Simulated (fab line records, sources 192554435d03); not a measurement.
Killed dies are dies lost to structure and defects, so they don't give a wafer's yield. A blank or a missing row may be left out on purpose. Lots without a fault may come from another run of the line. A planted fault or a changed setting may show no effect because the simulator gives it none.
Chamber matching | flow n5_finfet | N5_PMOS_HMC_CHANNEL_EPI_CMP_21 on cmp-02: 4 sister chambers
The step polishes SiGe30, target thk 54 nm. 4 wafers are shown with their chamber, then 9 later ones without.

WAFERS WITH THEIR CHAMBER
wafer  | chamber | motor_current_A (A)
L834.1 | 0       | 13.0
L835.1 | 3       | 12.7
L837.4 | 1       | 15.3
L837.5 | 2       | 11.9

WAFERS WITHOUT THEIR CHAMBER
wafer  | motor_current_A (A)
L838.1 | 12.7
L838.4 | 12.2
L838.6 | 11.0
L839.3 | 12.6
L839.4 | 12.0
L839.6 | 11.6
L840.2 | 12.7
L840.3 | 11.7
L840.5 | 12.8

WHICH CHAMBER EACH WENT THROUGH
wafer  | from the rows above          | in truth
L838.1 | can't be placed: 3 or 0      | 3
L838.4 | can't be placed: 2 or 3 or 0 | 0
L838.6 | 2                            | 2
L839.3 | can't be placed: 3 or 0 or 2 | 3
L839.4 | can't be placed: 2 or 3      | 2
L839.6 | 2                            | 2
L840.2 | can't be placed: 3 or 0      | 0
L840.3 | 2                            | 2
L840.5 | can't be placed: 3 or 0      | 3
Placed correctly: 3 of 9. Can't be placed from these rows: 6 (the true chamber is among the candidates in 6). Placed wrongly: 0.
How it was worked out, from the rows above alone: a wafer's distance from a chamber is the root of the sum, over the readings, of the square of ((its reading less the chamber's mean) divided by the reading's scatter). The wafer belongs to the nearest chamber; if the next one is less than 2 further off, it can't be placed. A chamber's mean is the mean of its shown wafers. The scatter: with one shown wafer a chamber, the root of the mean of the squares of how far each hidden wafer lies from its nearest shown one.
